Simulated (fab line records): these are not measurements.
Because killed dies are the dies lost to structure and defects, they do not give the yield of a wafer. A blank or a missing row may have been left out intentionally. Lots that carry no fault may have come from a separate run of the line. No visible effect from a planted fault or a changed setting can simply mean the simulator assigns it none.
Split-lot trial :: flow n5 finfet :: 21 wafers read from 7 lots, route of 1938 steps

== ABOUT THE SPLIT ==
At N5_HKMG_FIN_EXPOSE_46 (exposes mask NDIPOLE), the setting dose mj was moved away from the recipe's 40 on 7 of the 21 wafers read, by -7.2% to +7.0%. For the rest of the wafers, this setting stayed at what the recipe calls for.

== FROM THE SPLIT TO THE READING: what the file shows between them, 2 steps ==
- N5_HKMG_FIN_PEB_47: peb time 60 s
- N5_HKMG_FIN_DEVELOP_48: develop time 30 s

== THE READING ==
Shown in nm: cd nm at N5_HKMG_FIN_CD_MEAS_49, with target cd 202 nm. Fault-free wafers of this fab line usually give 202.0 nm, standard deviation 0.67 nm.

wafer: L074.3
tool, chamber at the split: arfi scanner-03, 0
dose mj as run: 40
against the recipe: recipe
cd nm, nm: 202.6
against lot-mates on the recipe: -

wafer: L074.5
tool, chamber at the split: arfi scanner-03, 0
dose mj as run: 40
against the recipe: recipe
cd nm, nm: 201.8
against lot-mates on the recipe: -

wafer: L074.6
tool, chamber at the split: arfi scanner-03, 0
dose mj as run: 40
against the recipe: recipe
cd nm, nm: 202.7
against lot-mates on the recipe: -

wafer: L076.1
tool, chamber at the split: arfi scanner-03, 0
dose mj as run: 40
against the recipe: recipe
cd nm, nm: 201.8
against lot-mates on the recipe: -

wafer: L076.3
tool, chamber at the split: arfi scanner-03, 0
dose mj as run: 40
against the recipe: recipe
cd nm, nm: 203.0
against lot-mates on the recipe: -

wafer: L076.5
tool, chamber at the split: arfi scanner-03, 0
dose mj as run: 40
against the recipe: recipe
cd nm, nm: 202.1
against lot-mates on the recipe: -

wafer: L080.1
tool, chamber at the split: arfi scanner-02, 0
dose mj as run: 38.2
against the recipe: -4.5%
cd nm, nm: 199.4
against lot-mates on the recipe: no lot-mate on the recipe

wafer: L080.3
tool, chamber at the split: arfi scanner-02, 0
dose mj as run: 38.2
against the recipe: -4.5%
cd nm, nm: 199.5
against lot-mates on the recipe: no lot-mate on the recipe

wafer: L080.4
tool, chamber at the split: arfi scanner-02, 0
dose mj as run: 38.2
against the recipe: -4.5%
cd nm, nm: 198.9
against lot-mates on the recipe: no lot-mate on the recipe

wafer: L083.1
tool, chamber at the split: arfi scanner-02, 0
dose mj as run: 40
against the recipe: recipe
cd nm, nm: 202.8
against lot-mates on the recipe: -

wafer: L083.4
tool, chamber at the split: arfi scanner-02, 0
dose mj as run: 40
against the recipe: recipe
cd nm, nm: 201.9
against lot-mates on the recipe: -

wafer: L083.5
tool, chamber at the split: arfi scanner-02, 0
dose mj as run: 41.46
against the recipe: +3.6%
cd nm, nm: 204.6
against lot-mates on the recipe: +2.2

wafer: L087.1
tool, chamber at the split: arfi scanner-02, 0
dose mj as run: 42.8
against the recipe: +7.0%
cd nm, nm: 206.8
against lot-mates on the recipe: +4.5

wafer: L087.5
tool, chamber at the split: arfi scanner-02, 0
dose mj as run: 42.8
against the recipe: +7.0%
cd nm, nm: 206.5
against lot-mates on the recipe: +4.2

wafer: L087.6
tool, chamber at the split: arfi scanner-02, 0
dose mj as run: 40
against the recipe: recipe
cd nm, nm: 202.3
against lot-mates on the recipe: -

wafer: L090.1
tool, chamber at the split: arfi scanner-02, 0
dose mj as run: 40
against the recipe: recipe
cd nm, nm: 202.4
against lot-mates on the recipe: -

wafer: L090.5
tool, chamber at the split: arfi scanner-02, 0
dose mj as run: 40
against the recipe: recipe
cd nm, nm: 201.7
against lot-mates on the recipe: -

wafer: L090.6
tool, chamber at the split: arfi scanner-02, 0
dose mj as run: 40
against the recipe: recipe
cd nm, nm: 203.1
against lot-mates on the recipe: -

wafer: L093.2
tool, chamber at the split: arfi scanner-03, 0
dose mj as run: 37.11
against the recipe: -7.2%
cd nm, nm: 197.8
against lot-mates on the recipe: -3.8

wafer: L093.4
tool, chamber at the split: arfi scanner-03, 0
dose mj as run: 40
against the recipe: recipe
cd nm, nm: 201.1
against lot-mates on the recipe: -

wafer: L093.6
tool, chamber at the split: arfi scanner-03, 0
dose mj as run: 40
against the recipe: recipe
cd nm, nm: 202.2
against lot-mates on the recipe: -

THE FIT
A straight line over all 21 wafers: cd nm changes by +0.636 nm for each +1% of dose mj; r = +0.98; the points scatter about the line by 0.48 nm.
The same after taking each lot's own level away (the mean of its wafers on the recipe; 18 wafers): +0.589 nm for each +1%; r = +0.97; scatter 0.47 nm.
Per that fit: largest dose mj move, reading shift of 4.3 nm.
Measured against the standard deviation above, the lots' own levels, which go from 201.65 to 202.40 nm, span 1.1 times it.
The two slopes agree, so the slope changes little with the lot-to-lot level.
Check: with one of the wafers moved furthest among these (-7.2%) left out of the fit, the line predicts -4.49 nm for it against its lot-mates. It came out at -3.85 nm against them.

== THESE WAFERS: OTHER SPLITS ==
Before the reading, these wafers also passed through other splits. Each is held against what the fit with the lots' levels taken away leaves over:
other split on the same wafers: N5_FIN_SAQP_PECVD_06 time s
wafers away from the commonest value: 5
r with cd nm (lot level and that fit taken away): -0.34

other split on the same wafers: N5_FIN_SAQP_COAT_49 time s
wafers away from the commonest value: 8
r with cd nm (lot level and that fit taken away): +0.04

other split on the same wafers: N5_DUMMY_GATE_CVD_03 temp c
wafers away from the commonest value: 9
r with cd nm (lot level and that fit taken away): +0.09

other split on the same wafers: N5_DUMMY_GATE_COAT_35 spin rpm
wafers away from the commonest value: 7
r with cd nm (lot level and that fit taken away): -0.43

other split on the same wafers: N5_SD_EPI_N_ETCH_45 target depth a
wafers away from the commonest value: 7
r with cd nm (lot level and that fit taken away): +0.09

other split on the same wafers: N5_SD_EPI_N_EPI_21 time s
wafers away from the commonest value: 8
r with cd nm (lot level and that fit taken away): -0.01

== THE WHOLE CHAIN: every reading that the file lists as answering this split, in the file's order ==
step: N5_HKMG_FIN_CD_MEAS_49
what it does: target cd 202 nm
reading: cd nm
change (the file's fit): +0.588 nm for each +1% of the setting
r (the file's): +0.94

step: N5_HKMG_FIN_ETCH_54
what it does: etches SiARC in CF4, target depth 45.5 nm, time 75.8 s
reading: HKMG_FIN.cd offset nm (the simulator's own value, which no gauge read)
change (the file's fit): +0.569 nm for each +1% of the setting
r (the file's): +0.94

== FILE'S OWN FIT ==
cd nm changes by +0.588 nm for each +1% of dose mj, r = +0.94.
